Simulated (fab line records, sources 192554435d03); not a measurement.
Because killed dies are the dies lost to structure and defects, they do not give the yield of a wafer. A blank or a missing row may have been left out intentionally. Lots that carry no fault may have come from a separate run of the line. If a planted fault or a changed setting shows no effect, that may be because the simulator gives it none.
fab line records	flow n5-finfet
[record] lots = 10	wafers = 25	last-day = 17
route steps=1938 shown DUMMY_GATE@247 SD_EPI_N@277 BEOL_M4@1111 PASSIVATION@1936
lots untouched by any fault: they come from a run of this same line in which no faults occurred
start-h: the number of hours between the record's first day and the start of the first shown wafer of the lot	wait-h: how many hours have passed since the lot's step before this one	" as in the row above	L1.1+2: one row covering several wafers at once	- either no value or no given start	* or withheld: withheld	< > ~ a bound
route shown NAME@n: NAME is a module with steps in the file, n the number in the route of the first one	usual: average and standard deviation across the fault-free wafers	same: alike in all rows	chamber/n: place in a boat	sites: per-site readings	_std_site: standard deviation of those values	_edge_site: mean of outer sites minus mean of inner sites	radius-mm: how far each site lies from the wafer's centre	mask NAME#n: copy n	behind: tool/chamber where the wafer was last shaped	hold: why the lot was held/for how many hours/how that ended	device: which transistor (n, p or np) failed to switch	end of line: tests of these same wafers at the route's end	for a step that has no rows: nothing shown but its recipe	killed: not the wafer's yield, but the dies lost to structure and defects at the first sort	map: per-die view of a wafer (x killed, . not killed, _ where there is no die)
set.NAME: setting as actually run; set.NAME@STEP: the setting as run at that earlier step	model.NAME: the simulator's own value behind a step, which no gauge read
route steps across a sampled set of lots; one table per step, one row per wafer
services: a tool's chamber out of use, with start hour (start-h, from the record's first day; less than 0 if before it), hours out, and reason
[[steps]]
[step N5_DUMMY_GATE_ETCH_23]
[recipe] chemistry = HBr/Cl2/O2	HBr_flow_sccm = 150	Cl2_flow_sccm = 80	O2_flow_sccm = 12	bias-w = 102	target-depth-a = 410	time-s = 22.3	target = poly-Si	mask-material = SiO2	pressure-mtorr = 10	icp-w = 800
[usual] HBr_flow_sccm = 150.0/0.41	O2_flow_sccm = 12.00/0.036	drypump-motor-current-A = 5.5/0.35	mfc-cl2-sccm = 79.96/0.25	oes-product-au = 1.003/0.016	throttle-valve-pct = 37.3/0.35
lot.wafer	tool	chamber	start-h	wait-h	HBr_flow_sccm	O2_flow_sccm	drypump-motor-current-A	mfc-cl2-sccm	oes-product-au	rf-hours-counter-h	throttle-valve-pct
L482.1	rie-si-01	1	60.61	0.0	150.2	11.98	5.8	79.58	1.024	183	37.3
L482.3	"	0	"	"	150.2	11.98	5.7	79.36	0.977	79	37.3
L488.1	rie-si-01	1	95.05	0.0	149.4	11.98	5.8	79.90	1.008	184	37.3
L488.3	"	3	"	"	149.4	11.97	5.1	79.98	1.018	5	37.1
L489.4	rie-si-05	1	100.39	0.0	150.1	12.03	6.2	79.91	1.017	94	37.3
L489.5	"	1	"	"	150.0	12.02	6.2	80.19	1.017	-	37.3
L489.6	"	2	"	"	149.9	11.96	5.2	79.93	1.003	-	37.8
L495.3	rie-si-01	0	136.84	0.0	149.5	11.97	5.6	79.70	0.976	81	37.3
L495.4	"	3	"	"	150.5	12.05	5.1	80.25	1.030	6	37.1
L495.5	"	3	"	"	149.6	12.03	5.1	80.13	1.021	-	37.1
L496.2	rie-si-05	0	144.87	0.0	150.0	12.04	5.0	80.06	0.977	87	37.3
L496.5	"	2	"	"	150.0	12.02	5.2	80.01	0.980	-	37.7
L496.6	"	1	"	"	150.9	12.01	6.2	79.70	1.015	-	37.3
L497.1	rie-si-01	3	150.79	0.0	150.0	12.00	5.1	79.91	1.022	6	37.1
L497.2	"	1	"	"	149.8	12.07	5.8	80.01	1.016	185	37.3
L497.4	"	0	"	"	150.1	12.02	5.6	80.20	0.978	81	37.3
L500.2	rie-si-05	2	166.78	0.0	150.2	11.96	5.2	79.94	1.007	46	37.8
L500.5	"	2	"	"	149.5	11.93	5.2	79.89	1.006	-	37.8
L501.4	rie-si-05	3	171.89	0.0	149.5	11.97	5.6	80.09	1.012	6	37.7
L501.6	"	3	"	"	149.7	11.97	5.6	80.09	1.009	-	37.6
L502.3	rie-si-03	2	179.66	0.0	150.0	12.00	5.5	79.91	1.018	9	37.8
L502.6	"	2	"	"	149.1	11.96	5.5	79.68	1.010	-	37.8
L503.1	rie-si-03	0	185.83	0.0	149.8	12.01	5.0	79.54	0.993	6	36.5
L503.3	"	3	"	"	149.8	11.97	5.6	80.42	0.999	151	37.2
L503.4	"	1	"	"	149.9	12.01	5.4	80.22	0.986	124	37.0
[step N5_SD_EPI_N_ETCHBACK_44]
[recipe] chemistry = CH3F/O2	mode = anisotropic-etchback	target = SiNx	target-depth-a = 145	stop-on = SiO2	over-etch-frac = 0.3	ion-energy-ev = 120	pressure-mtorr = 30	source-w = 395	bias-w = 73	Ar_flow_sccm = 150	CH3F_flow_sccm = 30	O2_flow_sccm = 20
[usual] drypump-motor-current-A = 5.7/0.41	oes-product-au = 0.73/0.071	rf-vpp-V = 298/7.2	showerhead-plenum-p-Torr = 2.04/0.067	throttle-valve-pct = 16.23/0.26
[same] over-etch-frac = 0.3
lot.wafer	tool	chamber	start-h	wait-h	drypump-motor-current-A	oes-product-au	rf-hours-counter-h	rf-vpp-V	showerhead-plenum-p-Torr	throttle-valve-pct
L482.1	rie-diel-03	0	62.57	0.0	6.1	0.75	48	294	2.04	16.56
L482.3	"	1	"	"	5.7	0.59	234	285	1.88	16.56
L488.1	rie-diel-06	0	98.18	0.0	6.1	0.77	22	305	2.12	15.79
L488.3	"	1	"	"	6.1	0.70	74	298	1.94	16.26
L489.4	rie-diel-03	0	103.46	0.1	6.1	0.73	-	293	2.03	16.62
L489.5	"	2	"	"	5.5	0.80	-	290	2.12	16.35
L489.6	"	3	"	"	5.7	0.76	-	312	2.04	16.05
L495.3	rie-diel-02	3	138.89	0.0	4.9	0.71	71	295	2.04	16.00
L495.4	"	0	"	"	6.4	0.82	11	295	1.97	16.49
L495.5	"	3	"	"	4.9	0.71	-	295	2.04	16.01
L496.2	rie-diel-06	1	146.89	0.0	6.1	0.68	94	297	1.93	16.29
L496.5	"	0	"	"	6.2	0.75	-	306	2.12	15.83
L496.6	"	1	"	"	6.1	0.68	-	297	1.93	16.27
L497.1	rie-diel-03	0	153.10	0.0	6.1	0.71	89	292	2.03	16.65
L497.2	"	3	"	"	5.6	0.73	45	313	2.03	16.08
L497.4	"	1	"	"	5.6	0.79	10	288	2.12	16.08
L500.2	rie-diel-03	0	168.84	0.0	6.2	0.71	94	293	2.03	16.67
L500.5	"	2	"	"	5.5	0.76	-	291	2.11	16.42
L501.4	rie-diel-06	2	174.12	0.0	5.2	0.73	32	298	2.04	15.89
L501.6	"	2	"	"	5.1	0.74	-	298	2.04	15.91
L502.3	rie-diel-06	2	181.62	0.0	5.1	0.74	35	298	2.04	15.90
L502.6	"	2	"	"	5.1	0.73	-	297	2.04	15.90
L503.1	rie-diel-02	2	188.63	0.0	5.6	0.58	247	299	1.97	16.51
L503.3	"	3	"	"	4.9	0.70	89	292	2.03	16.05
L503.4	"	3	"	"	4.9	0.69	-	295	2.03	16.04
[step N5_SD_EPI_N_ETCH_16]
[recipe] chemistry = CHF3/O2	target = SiO2	target-depth-a = 50	mask-material = SOC	pressure-mtorr = 30	source-w = 650	bias-w = 170	Ar_flow_sccm = 200	CHF3_flow_sccm = 50	O2_flow_sccm = 5	ion-energy-ev = 200
[usual] CHF3_flow_sccm = 50.01/0.14	O2_flow_sccm = 5.002/0.014	drypump-motor-current-A = 5.8/0.41	oes-product-au = 0.86/0.087	rf-vpp-V = 525/13	showerhead-plenum-p-Torr = 2.45/0.078	throttle-valve-pct = 18.79/0.26
lot.wafer	tool	chamber	start-h	wait-h	CHF3_flow_sccm	O2_flow_sccm	drypump-motor-current-A	oes-product-au	rf-hours-counter-h	rf-vpp-V	showerhead-plenum-p-Torr	throttle-valve-pct
L482.1	rie-diel-03	0	62.77	0.1	49.91	4.992	6.2	0.89	48	517	2.46	19.16
L482.3	"	1	"	"	49.90	5.003	5.7	0.69	234	501	2.27	19.05
L488.1	rie-diel-06	0	98.38	0.1	49.98	4.989	6.2	0.90	22	540	2.55	18.37
L488.3	"	1	"	"	49.84	5.016	6.1	0.82	74	523	2.34	18.79
L489.4	rie-diel-03	0	103.63	0.0	49.93	5.002	6.2	0.84	-	517	2.45	19.20
L489.5	"	2	"	"	49.80	4.994	5.5	0.96	-	510	2.55	18.94
L489.6	"	3	"	"	50.01	5.013	5.6	0.89	-	550	2.45	18.62
L495.3	rie-diel-02	3	139.09	0.1	50.05	4.987	4.9	0.83	71	519	2.45	18.55
L495.4	"	0	"	"	50.17	4.986	6.5	0.97	11	522	2.38	19.07
L495.5	"	3	"	"	50.08	5.020	4.9	0.84	-	519	2.45	18.56
L496.2	rie-diel-06	1	147.09	0.1	50.05	5.025	6.1	0.80	94	521	2.33	18.82
L496.5	"	0	"	"	50.09	4.988	6.1	0.86	-	539	2.54	18.40
L496.6	"	1	"	"	50.13	5.010	6.1	0.80	-	522	2.33	18.82
L497.1	rie-diel-03	0	153.30	0.1	49.85	5.027	6.1	0.83	89	517	2.44	19.22
L497.2	"	3	"	"	49.97	4.993	5.6	0.86	45	551	2.45	18.65
L497.4	"	1	"	"	50.22	5.019	5.6	0.94	10	509	2.54	18.64
L500.2	rie-diel-03	0	169.04	0.1	49.98	4.997	6.1	0.82	94	518	2.44	19.26
L500.5	"	2	"	"	49.73	5.014	5.5	0.89	-	510	2.54	18.99
L501.4	rie-diel-06	2	174.32	0.1	49.93	4.989	5.1	0.88	32	524	2.46	18.49
L501.6	"	2	"	"	49.93	5.017	5.1	0.87	-	524	2.46	18.46
L502.3	rie-diel-06	2	181.82	0.1	49.99	5.000	5.1	0.88	35	526	2.45	18.48
L502.6	"	2	"	"	49.89	4.980	5.1	0.87	-	524	2.45	18.47
L503.1	rie-diel-02	2	188.83	0.1	49.99	4.974	5.6	0.68	247	528	2.37	19.03
L503.3	"	3	"	"	49.54	5.012	4.9	0.81	89	518	2.44	18.57
L503.4	"	3	"	"	49.97	5.007	4.9	0.81	-	518	2.44	18.57
[step N5_SD_EPI_N_VAPOR_ETCH_50]
[recipe] chemistry = HCl	target = Si	temp-c = 775	time-s = 54	pressure-torr = 20	mode = isotropic
[usual] chamber-pressure-Torr = 20.00/0.043	lamp-inner-pct = 20.0/1.2	susceptor-temp-C = 775.0/0.32	throttle-valve-pct = 11.64/0.24
lot.wafer	tool	chamber	start-h	wait-h	chamber-pressure-Torr	lamp-inner-pct	susceptor-temp-C	throttle-valve-pct
L482.1	epi-rpcvd-02	0	63.64	0.3	20.04	21.6	775.0	11.90
L482.3	"	0	"	"	20.04	22.0	775.3	11.74
L488.1	epi-rpcvd-03	0	99.26	0.3	19.97	19.1	775.0	11.26
L488.3	"	0	"	"	19.99	19.0	775.2	11.19
L489.4	epi-rpcvd-03	0	104.57	0.2	20.03	19.2	774.4	11.45
L489.5	"	0	"	"	20.02	18.9	775.4	11.59
L489.6	"	0	"	"	20.00	19.3	774.5	11.47
L495.3	epi-rpcvd-02	-	140.03	0.2	-	-	-	-
L495.4	"	-	"	"	-	-	-	-
L495.5	"	-	"	"	-	-	-	-
L496.2	epi-rpcvd-03	-	148.13	0.4	-	-	-	-
L496.5	"	-	"	"	-	-	-	-
L496.6	"	-	"	"	-	-	-	-
L497.1	epi-rpcvd-03	-	154.18	0.3	-	-	-	-
L497.2	"	-	"	"	-	-	-	-
L497.4	"	-	"	"	-	-	-	-
L500.2	epi-rpcvd-02	0	169.97	0.3	20.02	21.8	774.9	11.93
L500.5	"	0	"	"	20.01	21.7	774.7	11.97
L501.4	epi-rpcvd-04	0	176.30	0.3	20.09	19.4	775.3	12.04
L501.6	"	0	"	"	20.06	19.6	775.0	11.95
L502.3	epi-rpcvd-04	0	182.92	0.3	20.01	19.2	775.0	11.87
L502.6	"	0	"	"	20.00	19.4	775.0	11.98
L503.1	epi-rpcvd-03	0	189.84	0.4	19.98	19.3	775.1	11.48
L503.3	"	0	"	"	19.95	19.4	774.9	11.42
L503.4	"	0	"	"	19.99	19.2	775.4	11.63
[step N5_BEOL_M4_RC_MEAS_101]
[usual] CJ_N = 4.37/0.099	DIBL_N = 36.3/1.6	DIBL_P = 36.2/2	IOFF_N = 0.160/0.028	IOFF_N_85C = 3.1/0.46	IOFF_N_LIN = 0.074/0.011	IOFF_N_LONG = 5.65e-05/2.7e-06	IOFF_P = 0.21/0.036	ION_N = 677/11	ION_P = 465/6.9	REXT_N = 75.2/1.6	SS_N = 71.5/0.55	SS_P = 73.3/0.64	VT_N = 250/3	VT_N_LVT = 97.8/2.9	VT_P = -250/3.5
lot.wafer	tool	chamber	start-h	wait-h	CJ_N	DIBL_N[mV/V]	DIBL_P[mV/V]	IOFF_N[nA/um]	IOFF_N_85C[nA/um]	IOFF_N_LIN[nA/um]	IOFF_N_LONG[nA/um]	IOFF_P[nA/um]	ION_N[uA/um]	ION_P[uA/um]	REXT_N[ohm.um]	SS_N[mV/dec]	SS_P[mV/dec]	VT_N[mV]	VT_N_LVT[mV]	VT_P[mV]
L482.1	prober-01	0	172.22	0.0	4.31	32.7	32.0	0.112	2.3	0.057	5.41e-05	0.15	668	454	73.9	70.4	72.0	253	101.8	-257
L482.3	"	0	"	"	4.42	35.3	35.6	0.149	3.0	0.071	5.4e-05	0.19	671	462	73.9	71.5	72.9	249	98.2	-253
L488.1	prober-01	0	222.86	0.0	4.30	34.8	33.0	0.131	2.6	0.061	6.09e-05	0.20	651	456	76.8	71.4	72.0	253	99.7	-250
L488.3	"	0	"	"	4.31	36.5	35.5	0.164	3.2	0.074	6.01e-05	0.24	671	465	76.7	71.7	73.1	249	98.2	-245
L489.4	prober-01	0	231.14	0.5	4.37	37.8	38.9	0.187	3.6	0.086	5.69e-05	0.29	684	478	73.7	71.4	73.6	246	98.3	-243
L489.5	"	0	"	"	4.29	38.0	39.1	0.190	3.6	0.087	5.8e-05	0.29	688	479	73.4	72.1	73.4	248	98.7	-243
L489.6	"	0	"	"	4.31	37.6	38.2	0.177	3.4	0.082	5.72e-05	0.27	673	469	73.2	71.1	73.6	248	98.9	-244
L495.3	prober-01	0	275.85	0.3	3.98	27.4	41.0	0.059	1.3	0.035	5.1e-05	0.30	533	471	147.1	70.0	74.4	266	115.4	-245
L495.4	"	0	"	"	4.01	24.8	37.4	0.043	1.0	0.027	5.1e-05	0.23	529	470	147.3	69.9	73.9	270	118.2	-248
L495.5	"	0	"	"	4.00	24.8	37.9	0.043	1.0	0.027	5.18e-05	0.24	527	469	147.5	70.2	73.5	271	120.7	-246
L497.1	prober-02	0	276.75	0.0	3.89	23.0	35.0	0.033	0.8	0.021	4.54e-05	0.18	513	465	151.9	69.0	72.5	277	125.9	-251
L497.2	"	0	"	"	3.65	22.4	34.0	0.030	0.8	0.019	4.37e-05	0.17	501	458	154.5	69.3	72.6	278	128.0	-252
L497.4	"	0	"	"	3.65	24.9	37.1	0.042	1.0	0.026	4.48e-05	0.21	522	472	151.9	69.5	73.0	272	122.9	-252
L496.2	prober-01	0	277.53	0.2	3.99	24.5	35.3	0.038	1.0	0.023	4.78e-05	0.19	524	464	154.0	69.5	72.9	273	121.5	-253
L496.5	"	0	"	"	4.07	25.1	35.9	0.039	1.0	0.024	4.78e-05	0.20	523	459	156.1	69.5	73.0	273	122.2	-252
L496.6	"	0	"	"	3.89	23.1	34.1	0.032	0.8	0.021	4.63e-05	0.16	510	461	157.6	68.7	71.9	276	124.0	-253
L500.2	prober-01	0	300.23	0.2	4.29	33.4	31.5	0.118	2.4	0.060	5.55e-05	0.16	669	455	77.1	71.0	72.4	252	101.1	-255
L500.5	"	0	"	"	4.27	32.2	30.3	0.107	2.2	0.056	5.62e-05	0.15	668	461	77.1	69.9	72.7	255	101.8	-254
L501.4	prober-02	0	300.57	0.5	4.19	34.3	34.8	0.135	2.7	0.067	5.76e-05	0.20	665	463	78.4	71.1	73.0	251	97.9	-249
L501.6	"	0	"	"	4.15	34.5	34.4	0.128	2.6	0.063	5.69e-05	0.18	665	462	77.3	70.9	73.1	253	100.1	-252
L502.3	prober-01	0	306.05	0.3	4.38	36.7	35.4	0.172	3.4	0.080	5.94e-05	0.21	682	463	74.2	71.5	73.3	247	94.0	-250
L502.6	"	0	"	"	4.43	35.5	34.4	0.151	3.0	0.072	5.91e-05	0.20	684	465	73.7	71.0	73.7	246	95.7	-248
L503.1	prober-02	0	309.49	0.0	4.37	36.5	36.4	0.155	3.0	0.070	5.66e-05	0.19	671	453	73.8	72.0	73.5	250	96.2	-254
L503.3	"	0	"	"	4.42	35.6	35.2	0.144	2.9	0.068	5.62e-05	0.16	678	456	72.8	71.4	73.4	251	95.4	-257
L503.4	"	0	"	"	4.35	36.0	35.8	0.139	2.8	0.066	5.54e-05	0.17	670	452	73.9	71.6	73.5	249	98.2	-253
[step N5_PASSIVATION_PROBE_49]
[usual] defect-limited-yield = 91.2/1.5	killed_at_M0_to_M3 = 36/10	killed_at_M4_up = 13/6	killed-at-contacts = 11/5.2	killed-at-front-end = 40/11	killed-at-other = 3.1/2.9	killed-dies = 104/17	killed-open = 66/12	killed-short = 34/7.7	sort_bin_5_function = 5.1/0.91	sort_bin_6_memory = 3.2/0.67	sort_bin_8_speed = 0.00/0.0074	sort-n-pass = 1076/17	sort-yield-pct = 91.2/1.5
[same] gross-dies = 1180	killed-at-back-side = 0	sort_bin_4_leakage[%] = 0
lot.wafer	tool	chamber	start-h	wait-h	defect-limited-yield[%]	killed_at_M0_to_M3	killed_at_M4_up	killed-at-contacts	killed-at-front-end	killed-at-other	killed-dies	killed-open	killed-short	sort_bin_5_function[%]	sort_bin_6_memory[%]	sort_bin_8_speed[%]	sort-n-pass	sort-yield-pct[%]
L488.1	prober-02	-	327.20	0.1	91.4	35	17	12	34	4	102	64	35	4.7	3.6	0	1078	91.4
L488.3	prober-02	-	327.30	0.2	91.9	38	10	7	38	2	95	58	35	4.7	3.1	0	1085	91.9
L489.4	prober-02	-	348.82	0.2	90.7	41	8	8	52	1	110	63	46	6.0	2.9	0	1070	90.7
L489.5	prober-02	-	348.87	0.2	91.0	34	15	16	35	6	106	61	33	4.9	3.3	0	1074	91.0
L489.6	prober-02	-	348.92	0.3	91.4	45	18	9	25	5	102	73	28	5.0	3.4	0	1078	91.4
L497.1	prober-01	-	374.69	0.0	87.1	60	15	17	59	1	152	103	42	7.8	4.2	87.12	0	0
L497.2	prober-01	-	374.74	0.1	90.3	56	11	5	42	0	114	82	31	5.6	3.6	90.34	0	0
L497.4	prober-01	-	374.84	0.2	89.2	45	11	6	57	8	127	86	39	6.3	4.2	89.24	0	0
L495.3	prober-01	-	378.28	0.1	93.4	34	4	7	32	1	78	56	20	2.9	3.6	93.39	0	0
L495.4	prober-01	-	378.33	0.2	91.3	37	7	9	46	4	103	63	31	5.0	2.8	91.27	0	0
L495.5	prober-01	-	378.38	0.2	89.4	53	13	15	42	2	125	62	55	5.9	3.9	89.41	0	0
L496.2	prober-01	-	380.20	0.1	90.8	36	8	17	46	1	108	65	42	5.4	3.6	90.85	0	0
L496.5	prober-01	-	380.35	0.2	91.9	36	8	9	42	1	96	69	25	4.7	3.1	91.86	0	0
L496.6	prober-01	-	380.40	0.3	90.5	31	7	17	56	1	112	70	33	4.6	3.9	90.51	0	0
// killed by level:class
L488.1 STI_FIN_REVEAL:geometric-particle:open=16 MOL_CONTACT_COAG:geometric-particle:open=10 BEOL_M0_SAQP:geometric-particle:short=9 BEOL_M1:geometric-particle:open=7 BEOL_M0_SAQP:geometric-particle:open=5 BEOL_M2:geometric-particle:open=5 BEOL_M4:geometric-particle:open=5 BEOL_M1:geometric-particle:short=4
L488.3 BEOL_M0_SAQP:geometric-particle:open=11 ILD0:geometric-particle:open=9 BEOL_M1:geometric-particle:open=9 BEOL_M0_SAQP:geometric-particle:short=7 DUMMY_GATE:geometric-particle:open=5 ILD0:geometric-particle:short=5 MOL_CONTACT_COAG:geometric-particle:open=5 BEOL_M2:geometric-particle:short=5
L489.4 FIN_SAQP:geometric-particle:short=17 FIN_SAQP:geometric-particle:open=14 BEOL_M0_SAQP:geometric-particle:short=11 BEOL_M0_SAQP:geometric-particle:open=9 BEOL_M2:geometric-particle:open=8 MOL_CONTACT_COAG:geometric-particle:open=7 BEOL_M1:geometric-particle:open=7 STARTING-WAFER:geometric-particle:short=6
L489.5 MOL_CONTACT_COAG:geometric-particle:open=14 BEOL_M0_SAQP:geometric-particle:short=10 BEOL_M3:geometric-particle:open=8 FIN_SAQP:geometric-particle:short=7 BEOL_M1:geometric-particle:open=7 BEOL_M0_SAQP:geometric-particle:open=7 HKMG_FIN:area-etch=7 FIN_SAQP:geometric-particle:open=4
L489.6 BEOL_M0_SAQP:geometric-particle:open=12 BEOL_M0_SAQP:geometric-particle:short=10 BEOL_M3:geometric-particle:open=10 BEOL_M4:geometric-particle:open=10 FIN_SAQP:geometric-particle:open=7 MOL_CONTACT_COAG:geometric-particle:open=6 STI_FIN_REVEAL:geometric-particle:open=5 BEOL_M1:geometric-particle:open=4
L497.1 BEOL_M2:geometric-particle:open=16 STI_FIN_REVEAL:geometric-particle:open=15 MOL_CONTACT_COAG:geometric-particle:open=13 FIN_SAQP:geometric-particle:open=11 BEOL_M0_SAQP:geometric-particle:short=11 DUMMY_GATE:geometric-particle:open=9 BEOL_M3:geometric-particle:open=9 BEOL_M4:geometric-particle:open=7
L497.2 BEOL_M3:geometric-particle:open=13 BEOL_M2:geometric-particle:open=12 STI_FIN_REVEAL:geometric-particle:open=11 BEOL_M0_SAQP:geometric-particle:open=10 BEOL_M0_SAQP:geometric-particle:short=8 BEOL_M1:geometric-particle:open=8 FIN_SAQP:geometric-particle:short=6 STI_FIN_REVEAL:geometric-particle:short=6
L497.4 BEOL_M1:geometric-particle:open=14 STI_FIN_REVEAL:geometric-particle:open=13 FIN_SAQP:geometric-particle:open=12 BEOL_M3:geometric-particle:open=10 STI_FIN_REVEAL:geometric-particle:short=7 DUMMY_GATE:geometric-particle:open=6 BEOL_M0_SAQP:geometric-particle:short=6 STARTING-WAFER:geometric-particle:short=6
L495.3 BEOL_M1:geometric-particle:open=11 FIN_SAQP:geometric-particle:open=6 DUMMY_GATE:geometric-particle:open=6 MOL_CONTACT_COAG:geometric-particle:open=6 BEOL_M0_SAQP:geometric-particle:short=6 BEOL_M0_SAQP:geometric-particle:open=6 BEOL_M3:geometric-particle:open=4 FIN_SAQP:geometric-particle:short=4
L495.4 BEOL_M0_SAQP:geometric-particle:short=10 BEOL_M0_SAQP:geometric-particle:open=10 MOL_CONTACT_COAG:geometric-particle:open=9 HKMG_FIN:area-etch=8 FIN_SAQP:geometric-particle:short=7 DUMMY_GATE:geometric-particle:open=7 FIN_SAQP:geometric-particle:open=6 GATE_CUT:geometric-particle:open=5
L495.5 BEOL_M0_SAQP:geometric-particle:short=24 BEOL_M0_SAQP:geometric-particle:open=17 MOL_CONTACT_COAG:geometric-particle:open=8 FIN_SAQP:geometric-particle:open=7 MOL_CONTACT_COAG:geometric-particle:short=7 BEOL_M4:geometric-particle:open=7 HKMG_FIN:area-etch=7 FIN_SAQP:geometric-particle:short=5
L496.2 MOL_CONTACT_COAG:geometric-particle:open=11 BEOL_M0_SAQP:geometric-particle:short=11 DUMMY_GATE:geometric-particle:open=10 FIN_SAQP:geometric-particle:short=9 GATE_CUT:geometric-particle:short=9 BEOL_M0_SAQP:geometric-particle:open=8 FIN_SAQP:geometric-particle:open=6 GATE_CUT:geometric-particle:open=6
L496.5 FIN_SAQP:geometric-particle:open=10 BEOL_M0_SAQP:geometric-particle:open=9 BEOL_M2:geometric-particle:open=9 MOL_CONTACT_COAG:geometric-particle:open=8 FIN_SAQP:geometric-particle:short=6 STI_FIN_REVEAL:geometric-particle:open=6 BEOL_M0:geometric-particle:open=5 STARTING-WAFER:geometric-particle:open=4
L496.6 MOL_CONTACT_COAG:geometric-particle:open=17 FIN_SAQP:geometric-particle:open=10 BEOL_M3:geometric-particle:open=10 STI_FIN_REVEAL:geometric-particle:open=8 GATE_CUT:geometric-particle:short=8 HKMG_FIN:area-etch=8 BEOL_M2:geometric-particle:open=7 GATE_CUT:geometric-particle:open=6
[[services]]
tool	chamber	start-h	hours	kind
rie-diel-03	2	51.54	-	clean
rie-diel-03	2	51.54	-	consumable-replace:focus-ring
rie-diel-03	2	51.54	-	consumable-replace:showerhead
rie-diel-03	2	51.54	30.8	scheduled-down
rie-diel-03	2	51.54	30.8	vent-cycle
rie-diel-06	2	52.54	19.3	repair
rie-diel-03	-	65.45	0.9	repair
rie-diel-06	2	72.52	-	clean
rie-diel-06	2	72.52	-	consumable-replace:focus-ring
rie-diel-02	-	84.41	2.8	pm
rie-diel-06	1	86.68	6.4	repair
rie-diel-06	3	86.70	63.1	repair
rie-diel-06	2	88.79	6.8	repair
rie-diel-06	-	92.52	4.2	repair
rie-diel-03	1	96.15	-	clean
rie-diel-03	1	96.15	-	consumable-replace:focus-ring
rie-diel-03	1	96.15	-	consumable-replace:showerhead
rie-diel-03	1	96.15	24.7	scheduled-down
rie-diel-03	1	96.15	24.7	vent-cycle
epi-rpcvd-02	-	171.80	14.6	pm
rie-diel-02	2	177.14	9.3	repair
epi-rpcvd-03	-	178.45	0.8	repair
rie-diel-02	1	178.63	14.1	repair
rie-diel-03	1	186.86	6.5	repair
[[key]]
[first-sign] step = N5_SD_EPI_N_VAPOR_ETCH_50	reading = tool-record	direction = missing
[effect] step = N5_BEOL_M4_RC_MEAS_101	reading = REXT_N	direction = up	sigmas = 48	usual = 75.2	struck = 152.0
[effect] step = N5_BEOL_M4_RC_MEAS_101	reading = ION_N	direction = down	sigmas = 15	usual = 677	struck = 520
[effect] step = N5_BEOL_M4_RC_MEAS_101	reading = VT_N_LVT	direction = up	sigmas = 8.3	usual = 97.8	struck = 122.1
[effect] step = N5_BEOL_M4_RC_MEAS_101	reading = VT_N	direction = up	sigmas = 7.8	usual = 250	struck = 273
[effect] step = N5_BEOL_M4_RC_MEAS_101	reading = DIBL_N	direction = down	sigmas = 7.2	usual = 36.3	struck = 24.4
[effect] step = N5_BEOL_M4_RC_MEAS_101	reading = IOFF_N_85C	direction = down	sigmas = 4.7	usual = 3.1	struck = 1.0
[effect] step = N5_BEOL_M4_RC_MEAS_101	reading = CJ_N	direction = down	sigmas = 4.7	usual = 4.37	struck = 3.90
[effect] step = N5_BEOL_M4_RC_MEAS_101	reading = IOFF_N_LIN	direction = down	sigmas = 4.6	usual = 0.074	struck = 0.025
[effect] step = N5_BEOL_M4_RC_MEAS_101	reading = IOFF_N	direction = down	sigmas = 4.2	usual = 0.160	struck = 0.040
[effect] step = N5_BEOL_M4_RC_MEAS_101	reading = SS_N	direction = down	sigmas = 3.5	usual = 71.5	struck = 69.5
[effect] step = N5_BEOL_M4_RC_MEAS_101	reading = IOFF_N_LONG	direction = down	sigmas = 3.3	usual = 5.65e-05	struck = 4.77e-05
[effect] step = N5_PASSIVATION_PROBE_49	reading = sort_bin_8_speed	direction = up	sigmas = 99+	usual = 0.00	struck = 90.44
met-at N5_SD_EPI_N_VAPOR_ETCH_50
struck-lots L495,L496,L497
not-acting-at N5_DUMMY_GATE_ETCH_23,N5_SD_EPI_N_ETCHBACK_44,N5_SD_EPI_N_ETCH_16
onset-between 104.57 140.03
[fault] kind = skipped-step-whole	tool = epi-rpcvd-02,epi-rpcvd-03	chamber = -	onset-h = 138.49	steps = N5_SD_EPI_N_VAPOR_ETCH_50	scope = struck-lots-only
